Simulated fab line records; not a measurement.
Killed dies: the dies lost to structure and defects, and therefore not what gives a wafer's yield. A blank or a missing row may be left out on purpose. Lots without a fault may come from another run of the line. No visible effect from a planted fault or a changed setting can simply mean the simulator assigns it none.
Matching of chambers    flow n5Finfet    N5_BEOL_M8_ETCH_61 on rieDiel-02 has 4 sister chambers
The step etches SiARC in CF4, target depth 45.5 nm, time 75.8 s. 4 wafers are shown with their chamber, then 9 later ones without.

WAFERS, EACH WITH ITS CHAMBER
wafer   chamber  drypumpMotorCurrentA (A)
L082.5  2        5.9
L087.2  3        5.5
L087.3  0        6.3
L087.5  1        6.1

WAFERS MISSING THEIR CHAMBER
wafer   drypumpMotorCurrentA (A)
L092.1  6.0
L092.2  6.3
L092.4  5.5
L094.1  6.4
L094.3  6.1
L094.4  5.5
L093.1  5.5
L093.3  6.0
L093.5  6.4

WHICH CHAMBER EACH WENT THROUGH
wafer   from the rows above      in truth
L092.1  can't be placed: 1 or 2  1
L092.2  0                        0
L092.4  3                        3
L094.1  0                        0
L094.3  1                        1
L094.4  3                        3
L093.1  3                        3
L093.3  can't be placed: 1 or 2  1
L093.5  0                        0
Correctly placed: 7 of 9. Cannot be placed on the basis of these rows: 2; the candidates contain the true chamber in 2. Placed wrongly: 0.
How it was worked out, from the rows above alone: a wafer's distance from a chamber is the root of the sum, over the readings, of the square of ((its reading less the chamber's mean) divided by the reading's scatter). The wafer belongs to the nearest chamber; if the next one is less than 2 further off, it can't be placed. Each chamber's mean is taken over the wafers shown for it. The scatter: root of mean squared gap, hidden wafer to nearest shown wafer, with one shown wafer a chamber.
